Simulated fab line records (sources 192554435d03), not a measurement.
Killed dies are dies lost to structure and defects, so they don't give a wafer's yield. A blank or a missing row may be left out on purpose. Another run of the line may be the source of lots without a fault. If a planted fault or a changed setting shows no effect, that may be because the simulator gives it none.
fab line records	flow n5Finfet
record lots=24	wafers=72	lastDay=18
route steps=1938 shown START@1 FIN_SAQP@131 STI_FIN_REVEAL@191 DUMMY_GATE@231
lots that met no fault: taken from a fault-free run of the same line
startH: the number of hours between the record's first day and the start of the first shown wafer of the lot	waitH: hours elapsed since this lot's preceding step	" the same as in the row above	L1.1+2: one row covering several wafers at once	- either no value or no given start	* or withheld: withheld	< > ~ a bound
route shown NAME@n: NAME is a module with steps in the file, n the number in the route of the first one	usual: mean/standard deviation taken from wafers without a fault	same: alike in all rows	chamber/n: place in a boat	sites: each site's reading	_std_site: standard deviation of those values	_edge_site: outer sites' mean less inner sites'	radiusMm: for every site, how far away it sits from the centre of the wafer	mask NAME#n: copy n	behind: the tool/chamber that last shaped the wafer	hold: cause of the lot's hold/its duration in hours/its outcome	device: names the non-switching transistor (n, p or np)	end of line: at the end of the route, the tests of the same wafers	where a step has no rows: the recipe by itself	killed: at the first sort, the dies lost to defects and structure; wafer yield is something else	map: the dies of a wafer, with x for killed, . for not killed, _ for no die there
set.NAME: setting as actually run; set.NAME@STEP: the setting as run at that earlier step	model.NAME: the simulator's own value behind a step, which no gauge read
the route's steps for a sample of lots (tables are steps, rows are wafers)
services: when a tool's chamber went out of use (startH, in hours from the record's first day, below 0 if earlier), for how many hours, and the reason
## steps
# step N5_START_INSPECT_01
# recipe inspectInstrument=unpatternedScan	mode=incoming
# usual rawDefectCount=5.6/2.4
lot.wafer	tool	chamber	startH	waitH	rawDefectCount
L074.2	defectInspect-02	-	12.03	-	3
L074.4	"	-	"	"	8
L074.6	"	-	"	"	5
L075.1	defectInspect-02	-	18.03	-	5
L075.4	"	-	"	"	4
L075.6	"	-	"	"	5
L076.3	defectInspect-01	-	24.04	-	5
L076.5	"	-	"	"	9
L076.6	"	-	"	"	3
L077.2	defectInspect-01	-	30.03	-	8
L077.4	"	-	"	"	5
L077.5	"	-	"	"	4
L078.1	defectInspect-02	-	36.03	-	6
L078.3	"	-	"	"	4
L078.4	"	-	"	"	2
L079.1	defectInspect-02	-	42.03	-	7
L079.3	"	-	"	"	3
L079.4	"	-	"	"	8
L080.2	defectInspect-02	-	48.03	-	4
L080.3	"	-	"	"	10
L080.6	"	-	"	"	8
L081.3	defectInspect-01	-	54.03	-	5
L081.5	"	-	"	"	2
L081.6	"	-	"	"	5
L082.4	defectInspect-02	-	60.04	-	5
L082.5	"	-	"	"	7
L082.6	"	-	"	"	3
L083.4	defectInspect-01	-	66.04	-	5
L083.5	"	-	"	"	9
L083.6	"	-	"	"	12
L084.3	defectInspect-01	-	72.03	-	3
L084.4	"	-	"	"	7
L084.5	"	-	"	"	5
L085.2	defectInspect-02	-	78.03	-	11
L085.3	"	-	"	"	2
L085.5	"	-	"	"	2
L086.1	defectInspect-02	-	84.03	-	3
L086.3	"	-	"	"	9
L086.5	"	-	"	"	3
L087.1	defectInspect-02	-	90.03	-	5
L087.3	"	-	"	"	6
L087.6	"	-	"	"	1
L088.2	defectInspect-01	-	96.03	-	6
L088.4	"	-	"	"	7
L088.5	"	-	"	"	4
L089.4	defectInspect-01	-	102.04	-	6
L089.5	"	-	"	"	6
L089.6	"	-	"	"	3
L090.1	defectInspect-01	-	108.03	-	6
L090.3	"	-	"	"	11
L090.5	"	-	"	"	9
L091.3	defectInspect-02	-	114.03	-	3
L091.5	"	-	"	"	3
L091.6	"	-	"	"	7
L092.2	defectInspect-01	-	120.03	-	4
L092.3	"	-	"	"	5
L092.6	"	-	"	"	3
L093.2	defectInspect-01	-	126.03	-	4
L093.3	"	-	"	"	7
L093.5	"	-	"	"	2
L094.1	defectInspect-02	-	132.03	-	3
L094.5	"	-	"	"	6
L094.6	"	-	"	"	4
L095.1	defectInspect-02	-	138.03	-	4
L095.4	"	-	"	"	7
L095.5	"	-	"	"	5
L096.1	defectInspect-02	-	144.03	-	4
L096.2	"	-	"	"	6
L096.5	"	-	"	"	3
L097.2	defectInspect-01	-	150.03	-	6
L097.3	"	-	"	"	6
L097.5	"	-	"	"	5
# step N5_FIN_SAQP_MANDREL_ETCH_58
# recipe chemistry=HBr/Cl2	target=a-Si	targetDepthA=450	btTimeS=10	stopOn=SiNx	maskMaterial=SiO2	overEtchFrac=0.8	timeS=27	pressureMtorr=10	icpW=800	biasW=75	HBr_flow_sccm=150	Cl2_flow_sccm=80	ends=endPoint
# usual drypumpMotorCurrentA=5.6/0.47	oesProductAu=0.701/0.014	throttleValvePct=35.5/0.33
lot.wafer	tool	chamber	startH	waitH	drypumpMotorCurrentA	oesProductAu	rfHoursCounterH	throttleValvePct
L074.2	rieSi-04	1	26.10	0.0	5.2	0.700	8	35.1
L074.4	"	2	"	"	5.2	0.710	110	35.1
L074.6	"	1	"	"	5.2	0.703	-	35.2
L075.1	rieSi-04	0	37.64	0.0	5.9	0.696	75	35.8
L075.4	"	1	"	"	5.1	0.703	8	35.1
L075.6	"	0	"	"	5.9	0.716	-	35.8
L076.3	rieSi-01	3	38.25	0.0	4.8	0.683	90	35.6
L076.5	"	0	"	"	6.4	0.716	-	35.5
L076.6	"	3	"	"	4.8	0.683	-	35.6
L077.2	rieSi-03	0	45.44	0.0	5.6	0.679	8	35.3
L077.4	"	2	"	"	5.9	0.707	2	35.5
L077.5	"	0	"	"	5.6	0.694	-	35.2
L078.1	rieSi-04	1	49.24	0.0	5.2	0.695	8	35.2
L078.3	"	0	"	"	5.9	0.697	75	35.8
L078.4	"	3	"	"	5.3	0.718	179	34.9
L079.1	rieSi-01	0	54.86	0.0	6.3	0.705	33	35.5
L079.3	"	3	"	"	4.8	0.678	90	35.6
L079.4	"	1	"	"	5.8	0.730	148	35.4
L080.2	rieSi-04	0	60.20	0.0	5.9	0.708	75	35.8
L080.3	"	2	"	"	5.2	0.687	110	35.2
L080.6	"	0	"	"	5.9	0.710	-	35.8
L081.3	rieSi-03	3	67.40	0.0	6.4	0.737	89	35.5
L081.5	"	0	"	"	5.6	0.699	-	35.3
L081.6	"	1	"	"	6.1	0.684	-	36.1
L082.4	rieSi-03	3	72.47	0.0	6.3	0.724	89	35.5
L082.5	"	1	"	"	6.2	0.712	-	36.1
L082.6	"	2	"	"	5.9	0.712	-	35.5
L083.4	rieSi-03	1	79.65	0.0	6.2	0.689	140	36.1
L083.5	"	2	"	"	5.9	0.701	-	35.5
L083.6	"	1	"	"	6.1	0.681	-	36.1
L084.3	rieSi-01	2	86.86	0.0	5.3	0.696	37	35.9
L084.4	"	1	"	"	5.8	0.714	149	35.5
L084.5	"	2	"	"	5.3	0.708	-	35.9
L085.2	rieSi-01	3	90.32	0.0	4.8	0.679	91	35.6
L085.3	"	2	"	"	5.3	0.686	37	35.9
L085.5	"	3	"	"	4.8	0.691	-	35.6
L086.1	rieSi-01	3	96.30	0.0	4.8	0.671	91	35.6
L086.3	"	2	"	"	5.3	0.705	37	35.9
L086.5	"	2	"	"	5.3	0.724	-	35.9
L087.1	rieSi-01	1	104.47	0.0	5.8	0.704	149	35.5
L087.3	"	0	"	"	6.4	0.688	34	35.5
L087.6	"	0	"	"	6.4	0.709	-	35.5
L088.2	rieSi-04	0	110.00	0.0	5.9	0.712	76	35.8
L088.4	"	1	"	"	5.2	0.693	9	35.1
L088.5	"	2	"	"	5.2	0.704	-	35.1
L089.4	rieSi-01	3	114.40	0.0	4.8	0.680	91	35.6
L089.5	"	3	"	"	4.8	0.682	-	35.6
L089.6	"	2	"	"	5.3	0.705	-	35.9
L090.1	rieSi-04	2	120.79	0.0	5.3	0.692	112	35.2
L090.3	"	1	"	"	5.2	0.701	10	35.1
L090.5	"	2	"	"	5.2	0.679	-	35.2
L091.3	rieSi-04	1	125.96	0.0	5.2	0.703	10	35.2
L091.5	"	1	"	"	5.2	0.697	-	35.1
L091.6	"	2	"	"	5.2	0.693	-	35.2
L092.2	rieSi-03	0	132.45	0.0	5.6	0.669	10	35.3
L092.3	"	1	"	"	6.2	0.688	141	36.1
L092.6	"	3	"	"	6.3	0.716	-	35.5
L093.2	rieSi-03	1	138.75	0.0	6.1	0.689	141	36.1
L093.3	"	2	"	"	5.9	0.703	4	35.5
L093.5	"	3	"	"	6.3	0.722	-	35.5
L094.1	rieSi-04	3	143.77	0.0	5.3	0.696	181	34.9
L094.5	"	1	"	"	5.2	0.696	-	35.1
L094.6	"	0	"	"	5.9	0.715	-	35.8
L095.1	rieSi-03	0	150.90	0.0	5.6	0.683	11	35.3
L095.4	"	3	"	"	6.4	0.727	91	35.5
L095.5	"	3	"	"	6.4	0.723	-	35.5
L096.1	rieSi-04	3	157.35	0.0	5.3	0.703	181	34.9
L096.2	"	2	"	"	5.2	0.689	112	35.1
L096.5	"	2	"	"	5.2	0.699	-	35.1
L097.2	rieSi-01	0	163.28	0.0	6.3	0.701	35	35.5
L097.3	"	2	"	"	5.3	0.714	39	35.9
L097.5	"	1	"	"	5.8	0.717	-	35.5
# step N5_FIN_SAQP_SPACER2_ALD_28
# recipe material=SiO2	targetThkA=81	tempC=300	aldPrecursorFamily=BDEAS	aldCoReactant=O2-plasma	pulseTimeS=1	purgeTimeS=2	coReactantPurgeTimeS=2	pressureTorr=2
# usual chamberPressureTorr=2.001/0.0045	heaterPowerW=483/36	precursorPulseHeightRel=1.003/0.02
lot.wafer	tool	chamber	startH	waitH	chamberPressureTorr	heaterPowerW	precursorPulseHeightRel
L074.2	aldSin-04	2	26.94	0.1	2.009	499	0.984
L074.4	"	1	"	"	2.001	428	0.973
L074.6	"	3	"	"	2.003	474	1.002
L075.1	aldSin-04	1	38.47	0.1	2.000	441	0.977
L075.4	"	0	"	"	1.997	521	1.024
L075.6	"	1	"	"	2.004	433	1.015
L076.3	aldSin-02	3	39.08	0.1	1.994	452	1.016
L076.5	"	2	"	"	2.003	464	1.023
L076.6	"	3	"	"	1.995	458	1.048
L077.2	aldSin-04	2	46.27	0.1	2.003	485	1.044
L077.4	"	1	"	"	2.001	425	1.028
L077.5	"	3	"	"	2.001	472	1.019
L078.1	aldSin-04	0	50.07	0.1	2.004	526	1.002
L078.3	"	1	"	"	2.006	420	1.015
L078.4	"	3	"	"	2.003	469	1.033
L079.1	aldSin-03	1	55.69	0.1	2.001	450	1.038
L079.3	"	3	"	"	2.010	530	0.980
L079.4	"	2	"	"	2.005	488	1.022
L080.2	aldSin-03	0	61.31	0.4	2.010	541	1.006
L080.3	"	1	"	"	2.005	448	0.982
L080.6	"	3	"	"	2.004	517	0.992
L081.3	aldSin-03	0	68.25	0.1	2.001	535	0.979
L081.5	"	3	"	"	2.000	520	0.989
L081.6	"	0	"	"	2.004	535	0.996
L082.4	aldSin-03	3	73.30	0.1	1.996	522	1.005
L082.5	"	0	"	"	2.001	518	1.012
L082.6	"	1	"	"	2.006	448	0.988
L083.4	aldSin-04	1	80.48	0.1	1.998	432	0.967
L083.5	"	3	"	"	1.996	471	1.044
L083.6	"	0	"	"	1.998	528	1.011
L084.3	aldSin-02	2	88.43	0.8	1.997	480	1.002
L084.4	"	0	"	"	1.998	436	0.989
L084.5	"	0	"	"	2.001	432	1.007
L085.2	aldSin-02	1	91.80	0.4	1.993	448	0.978
L085.3	"	3	"	"	1.997	450	1.004
L085.5	"	3	"	"	1.994	436	1.016
L086.1	aldSin-02	1	97.19	0.1	2.007	465	0.993
L086.3	"	3	"	"	2.000	462	0.983
L086.5	"	1	"	"	2.000	451	1.001
L087.1	aldSin-03	0	105.55	0.1	2.003	532	1.021
L087.3	"	1	"	"	2.000	450	0.969
L087.6	"	1	"	"	1.999	444	1.015
L088.2	aldSin-03	3	110.83	0.1	2.004	520	0.933
L088.4	"	0	"	"	2.004	539	1.002
L088.5	"	0	"	"	2.000	544	1.001
L089.4	aldSin-03	0	115.46	0.1	2.001	543	0.976
L089.5	"	1	"	"	2.003	447	0.998
L089.6	"	2	"	"	1.997	485	0.987
L090.1	aldSin-03	2	121.62	0.1	2.008	499	0.991
L090.3	"	1	"	"	1.994	451	0.989
L090.5	"	2	"	"	2.006	503	0.993
L091.3	aldSin-03	3	126.80	0.1	2.002	505	1.027
L091.5	"	1	"	"	2.000	449	0.998
L091.6	"	2	"	"	1.998	487	1.022
L092.2	aldSin-03	0	133.70	0.5	2.004	556	0.992
L092.3	"	1	"	"	2.008	444	0.995
L092.6	"	1	"	"	1.998	454	0.996
L093.2	aldSin-02	1	139.59	0.1	2.001	461	0.984
L093.3	"	0	"	"	2.002	439	1.044
L093.5	"	0	"	"	1.999	438	0.998
L094.1	aldSin-04	3	144.63	0.1	1.995	480	1.000
L094.5	"	2	"	"	1.996	489	1.006
L094.6	"	1	"	"	2.006	429	0.991
L095.1	aldSin-03	3	152.45	0.6	1.997	526	0.980
L095.4	"	1	"	"	1.998	464	1.022
L095.5	"	2	"	"	1.998	496	1.027
L096.1	aldSin-03	2	158.28	0.1	1.998	484	0.989
L096.2	"	1	"	"	1.996	446	1.021
L096.5	"	3	"	"	2.003	524	1.007
L097.2	aldSin-02	3	164.12	0.1	2.002	462	1.021
L097.3	"	0	"	"	1.999	441	1.020
L097.5	"	0	"	"	1.997	437	1.020
# step N5_STI_FIN_REVEAL_STRIP_24
# recipe chemistry=N2/H2	timeS=90	powerW=100	tempC=40	pressureMtorr=100	rfFrequencyHz=6e+07	biasPowerW=3	n2FlowSccm=300	h2FlowSccm=300
# usual drypumpMotorCurrentA=5.6/0.55	oesProductAu=0.77/0.076	rfVppV=45.2/0.84	showerheadPlenumPTorr=3.36/0.083	throttleValvePct=12.23/0.29
lot.wafer	tool	chamber	startH	waitH	drypumpMotorCurrentA	oesProductAu	rfHoursCounterH	rfVppV	showerheadPlenumPTorr	throttleValvePct
L074.2	rieDiel-05	2	35.36	0.0	5.6	0.70	198	44.9	3.50	12.26
L074.4	"	2	"	"	5.6	0.70	-	46.1	3.50	12.25
L074.6	"	3	"	"	6.1	0.74	-	45.1	3.50	12.48
L075.1	rieDiel-05	2	47.41	0.0	5.5	0.70	203	44.3	3.49	12.27
L075.4	"	3	"	"	6.0	0.74	-	44.7	3.50	12.48
L075.6	"	1	"	"	5.8	0.74	-	44.4	3.34	12.35
L076.3	rieDiel-06	2	48.62	0.0	6.7	0.71	198	45.2	3.23	12.28
L076.5	"	3	"	"	5.5	0.73	-	44.9	3.26	12.61
L076.6	"	0	"	"	5.6	0.82	-	44.7	3.39	12.10
L077.2	rieDiel-06	3	54.51	0.0	5.5	0.72	172	45.2	3.26	12.61
L077.4	"	2	"	"	6.7	0.71	201	45.4	3.23	12.28
L077.5	"	2	"	"	6.7	0.72	-	45.6	3.23	12.28
L078.1	rieDiel-01	0	58.99	0.0	4.9	0.86	64	45.9	3.29	12.10
L078.3	"	3	"	"	5.3	0.71	204	44.6	3.37	12.44
L078.4	"	2	"	"	6.4	0.90	23	44.5	3.43	11.58
L079.1	rieDiel-01	3	65.00	0.0	5.3	0.71	206	45.2	3.37	12.45
L079.3	"	0	"	"	4.9	0.86	65	45.3	3.29	12.11
L079.4	"	2	"	"	6.4	0.91	24	45.5	3.43	11.59
L080.2	rieDiel-06	1	69.65	0.0	4.8	0.81	112	45.0	3.27	12.31
L080.3	"	2	"	"	6.6	0.70	206	46.2	3.22	12.30
L080.6	"	0	"	"	5.6	0.81	-	45.1	3.39	12.10
L081.3	rieDiel-05	3	76.87	0.0	6.1	0.73	171	45.7	3.49	12.51
L081.5	"	1	"	"	5.8	0.73	-	45.4	3.34	12.36
L081.6	"	2	"	"	5.5	0.69	-	45.5	3.49	12.30
L082.4	rieDiel-05	0	82.21	0.0	6.1	0.96	13	45.3	3.32	11.77
L082.5	"	3	"	"	6.1	0.73	-	45.4	3.49	12.54
L082.6	"	2	"	"	5.5	0.69	-	47.2	3.49	12.30
L083.4	rieDiel-01	0	88.98	0.0	4.9	0.85	73	44.3	3.29	12.11
L083.5	"	0	"	"	4.9	0.85	-	45.3	3.29	12.13
L083.6	"	3	"	"	5.2	0.70	-	46.9	3.36	12.47
L084.3	rieDiel-05	1	97.95	0.0	5.8	0.72	216	44.7	3.33	12.39
L084.4	"	2	"	"	5.5	0.68	221	44.9	3.48	12.31
L084.5	"	1	"	"	5.8	0.72	-	43.9	3.33	12.38
L085.2	rieDiel-01	1	100.85	0.0	5.1	0.76	133	45.1	3.39	12.09
L085.3	"	2	"	"	6.4	0.88	38	46.4	3.42	11.64
L085.5	"	2	"	"	6.4	0.88	-	44.8	3.42	11.64
L086.1	rieDiel-05	3	106.46	0.0	6.1	0.73	181	44.8	3.49	12.54
L086.3	"	2	"	"	5.5	0.68	224	45.4	3.48	12.33
L086.5	"	3	"	"	6.1	0.73	-	45.3	3.49	12.53
L087.1	rieDiel-01	2	114.11	0.0	6.4	0.88	42	44.6	3.42	11.64
L087.3	"	0	"	"	4.9	0.83	83	43.5	3.28	12.18
L087.6	"	1	"	"	5.1	0.75	-	44.6	3.39	12.09
L088.2	rieDiel-01	1	119.48	0.0	5.1	0.76	138	45.4	3.39	12.12
L088.4	"	3	"	"	5.2	0.69	225	46.2	3.36	12.47
L088.5	"	1	"	"	5.1	0.76	-	44.4	3.39	12.12
L089.4	rieDiel-06	2	124.06	0.0	6.6	0.69	225	44.0	3.21	12.34
L089.5	"	2	"	"	6.6	0.69	-	45.9	3.21	12.36
L089.6	"	3	"	"	5.5	0.70	-	44.2	3.25	12.66
L090.1	rieDiel-05	3	130.00	0.0	6.1	0.72	190	45.3	3.48	12.56
L090.3	"	1	"	"	5.8	0.71	229	44.2	3.33	12.41
L090.5	"	0	"	"	6.1	0.91	-	44.1	3.31	11.84
L091.3	rieDiel-06	1	135.62	0.0	4.9	0.77	136	45.4	3.26	12.37
L091.5	"	0	"	"	5.6	0.79	-	45.3	3.37	12.17
L091.6	"	3	"	"	5.5	0.70	-	45.2	3.25	12.69
L092.2	rieDiel-01	1	142.05	0.0	5.1	0.75	148	45.9	3.38	12.13
L092.3	"	2	"	"	6.4	0.86	53	45.3	3.42	11.68
L092.6	"	2	"	"	6.5	0.86	-	44.3	3.42	11.67
L093.2	rieDiel-01	0	148.70	0.0	4.9	0.83	96	45.5	3.28	12.18
L093.3	"	2	"	"	6.4	0.86	55	45.9	3.41	11.67
L093.5	"	1	"	"	5.1	0.75	-	46.1	3.38	12.15
L094.1	rieDiel-01	2	152.97	0.0	6.4	0.87	58	43.0	3.41	11.69
L094.5	"	0	"	"	4.9	0.82	-	44.4	3.28	12.20
L094.6	"	3	"	"	5.2	0.68	-	44.0	3.35	12.53
L095.1	rieDiel-01	2	161.33	0.0	6.5	0.85	61	46.7	3.41	11.70
L095.4	"	0	"	"	4.9	0.82	102	45.9	3.27	12.21
L095.5	"	3	"	"	5.2	0.67	-	45.2	3.35	12.53
L096.1	rieDiel-01	2	166.52	0.0	6.4	0.84	64	45.0	3.41	11.70
L096.2	"	0	"	"	4.9	0.81	105	44.5	3.27	12.20
L096.5	"	2	"	"	6.4	0.84	-	43.5	3.41	11.69
L097.2	rieDiel-06	2	173.08	0.0	6.6	0.68	245	44.9	3.20	12.40
L097.3	"	1	"	"	4.9	0.77	150	46.0	3.25	12.40
L097.5	"	2	"	"	6.6	0.68	-	45.3	3.20	12.40
# step N5_STI_FIN_REVEAL_CD_MEAS_22
# recipe targetCdNm=6.238	pitchNm=28	polarity=line
# usual cdNm=6.30/0.28
lot.wafer	tool	chamber	startH	waitH	cdNm
L074.2	cdSem-01	-	38.24	0.0	6.90
L074.4	"	-	"	"	6.86
L074.6	"	-	"	"	6.24
L075.1	cdSem-02	-	50.29	0.0	6.59
L075.4	"	-	"	"	6.04
L075.6	"	-	"	"	6.72
L076.3	cdSem-03	-	51.66	0.0	6.33
L076.5	"	-	"	"	6.23
L076.6	"	-	"	"	6.95
L077.2	cdSem-01	-	57.39	0.0	6.79
L077.4	"	-	"	"	6.40
L077.5	"	-	"	"	6.11
L078.1	cdSem-01	-	62.43	0.0	6.41
L078.3	"	-	"	"	6.49
L078.4	"	-	"	"	6.26
L079.1	cdSem-01	-	67.89	0.0	5.88
L079.3	"	-	"	"	6.26
L079.4	"	-	"	"	6.90
L080.2	cdSem-03	-	72.53	0.0	6.47
L080.3	"	-	"	"	5.64
L080.6	"	-	"	"	5.99
L081.3	cdSem-03	-	79.76	0.0	6.34
L081.5	"	-	"	"	6.42
L081.6	"	-	"	"	6.57
L082.4	cdSem-01	-	85.20	0.0	6.52
L082.5	"	-	"	"	6.24
L082.6	"	-	"	"	6.59
L083.4	cdSem-03	-	91.87	0.0	6.11
L083.5	"	-	"	"	6.30
L083.6	"	-	"	"	6.39
L084.3	cdSem-02	-	100.85	0.0	6.33
L084.4	"	-	"	"	6.34
L084.5	"	-	"	"	6.31
L085.2	cdSem-03	-	103.74	0.0	6.22
L085.3	"	-	"	"	6.51
L085.5	"	-	"	"	5.98
L086.1	cdSem-03	-	109.34	0.0	6.18
L086.3	"	-	"	"	6.06
L086.5	"	-	"	"	6.43
L087.1	cdSem-02	-	116.99	0.0	6.34
L087.3	"	-	"	"	6.10
L087.6	"	-	"	"	6.14
L088.2	cdSem-02	-	122.37	0.0	6.33
L088.4	"	-	"	"	6.50
L088.5	"	-	"	"	6.86
L089.4	cdSem-01	-	126.95	0.0	6.85
L089.5	"	-	"	"	6.48
L089.6	"	-	"	"	5.96
L090.1	cdSem-03	-	132.89	0.0	6.30
L090.3	"	-	"	"	6.12
L090.5	"	-	"	"	5.91
L091.3	cdSem-01	-	138.52	0.0	6.64
L091.5	"	-	"	"	6.28
L091.6	"	-	"	"	6.24
L092.2	cdSem-01	-	144.95	0.0	6.42
L092.3	"	-	"	"	5.99
L092.6	"	-	"	"	6.15
L093.2	cdSem-01	-	151.58	0.0	6.95
L093.3	"	-	"	"	6.22
L093.5	"	-	"	"	6.08
L094.1	cdSem-03	-	156.23	0.0	6.46
L094.5	"	-	"	"	6.14
L094.6	"	-	"	"	6.44
L095.1	cdSem-02	-	164.43	0.0	6.65
L095.4	"	-	"	"	5.94
L095.5	"	-	"	"	5.79
L096.1	cdSem-01	-	169.41	0.0	6.72
L096.2	"	-	"	"	6.41
L096.5	"	-	"	"	5.98
L097.2	cdSem-03	-	175.98	0.0	6.23
L097.3	"	-	"	"	6.09
L097.5	"	-	"	"	6.48
# step N5_DUMMY_GATE_CD_MEAS_15
# recipe targetCdNm=25.8	landingEnergyEv=500	detector=seInlens
# usual cdNm=25.10/0.28
lot.wafer	tool	chamber	startH	waitH	cdNm
L074.2	cdSem-03	0	49.81	-	24.93
L074.4	"	0	"	"	24.99
L074.6	"	0	"	"	25.30
L075.1	cdSem-01	0	58.89	-	24.73
L075.4	"	0	"	"	24.63
L075.6	"	0	"	"	24.88
L076.3	cdSem-01	0	60.79	-	25.15
L076.5	"	0	"	"	25.07
L076.6	"	0	"	"	25.29
L077.2	cdSem-03	0	66.95	-	25.24
L077.4	"	0	"	"	24.93
L077.5	"	0	"	"	24.86
L078.1	cdSem-02	0	71.71	-	25.11
L078.3	"	0	"	"	25.21
L078.4	"	0	"	"	25.27
L079.1	cdSem-01	0	76.49	-	25.29
L079.3	"	0	"	"	24.92
L079.4	"	0	"	"	25.35
L080.2	cdSem-03	0	81.12	-	25.00
L080.3	"	0	"	"	25.05
L080.6	"	0	"	"	24.79
L081.3	cdSem-01	0	88.63	-	25.24
L081.5	"	0	"	"	25.26
L081.6	"	0	"	"	24.86
L082.4	cdSem-03	0	96.41	-	25.17
L082.5	"	0	"	"	25.21
L082.6	"	0	"	"	25.40
L083.4	cdSem-02	0	100.74	-	25.35
L083.5	"	0	"	"	25.14
L083.6	"	0	"	"	25.02
L084.3	cdSem-01	0	109.94	-	24.80
L084.4	"	0	"	"	24.10
L084.5	"	0	"	"	24.94
L085.2	cdSem-01	0	112.78	-	25.39
L085.3	"	0	"	"	25.34
L085.5	"	0	"	"	25.74
L086.1	cdSem-01	0	117.99	-	25.10
L086.3	"	0	"	"	25.03
L086.5	"	0	"	"	25.02
L087.1	cdSem-01	0	125.70	-	25.06
L087.3	"	0	"	"	24.96
L087.6	"	0	"	"	25.45
L088.2	cdSem-02	0	131.01	-	24.96
L088.4	"	0	"	"	25.46
L088.5	"	0	"	"	25.29
L089.4	cdSem-03	0	135.70	-	24.93
L089.5	"	0	"	"	25.18
L089.6	"	0	"	"	25.56
L090.1	cdSem-03	0	145.38	-	24.92
L090.3	"	0	"	"	25.36
L090.5	"	0	"	"	25.14
L091.3	cdSem-01	0	147.11	-	24.65
L091.5	"	0	"	"	25.13
L091.6	"	0	"	"	25.05
L092.2	cdSem-01	0	155.49	-	25.43
L092.3	"	0	"	"	25.16
L092.6	"	0	"	"	24.61
L093.2	cdSem-02	0	160.88	-	25.27
L093.3	"	0	"	"	24.61
L093.5	"	0	"	"	24.66
L094.1	cdSem-01	0	164.95	-	25.24
L094.5	"	0	"	"	25.61
L094.6	"	0	"	"	25.56
L095.1	cdSem-02	0	173.66	-	25.15
L095.4	"	0	"	"	25.04
L095.5	"	0	"	"	24.85
L096.1	cdSem-03	0	177.99	-	24.95
L096.2	"	0	"	"	24.84
L096.5	"	0	"	"	25.06
L097.2	cdSem-03	0	185.08	-	25.04
L097.3	"	0	"	"	25.12
L097.5	"	0	"	"	24.94
## services
tool	chamber	startH	hours	kind
rieDiel-01	0	3.38	4.8	repair
aldSin-03	-	4.23	6.1	pm
aldSin-04	0	7.75	-	clean
aldSin-04	1	7.75	-	clean
aldSin-04	2	7.75	-	clean
aldSin-04	3	7.75	-	clean
rieDiel-01	-	31.03	4.3	pm
rieDiel-05	0	35.02	-	clean
rieDiel-05	0	35.02	-	consumableReplace:focusRing
rieDiel-05	0	35.02	12.9	scheduledDown
rieDiel-05	0	35.02	12.9	ventCycle
aldSin-03	0	37.44	13.2	repair
rieDiel-05	1	57.17	13.0	repair
aldSin-02	3	74.18	2.9	repair
rieSi-04	0	78.27	18.3	repair
rieDiel-06	0	82.08	7.0	repair
aldSin-03	3	88.61	-	calibration
rieSi-01	0	90.11	5.1	repair
rieDiel-01	-	90.23	0.2	repair
rieSi-01	3	125.67	4.9	repair
rieDiel-05	-	147.49	16.3	repair
rieDiel-01	1	164.18	2.6	repair
## key
fault none
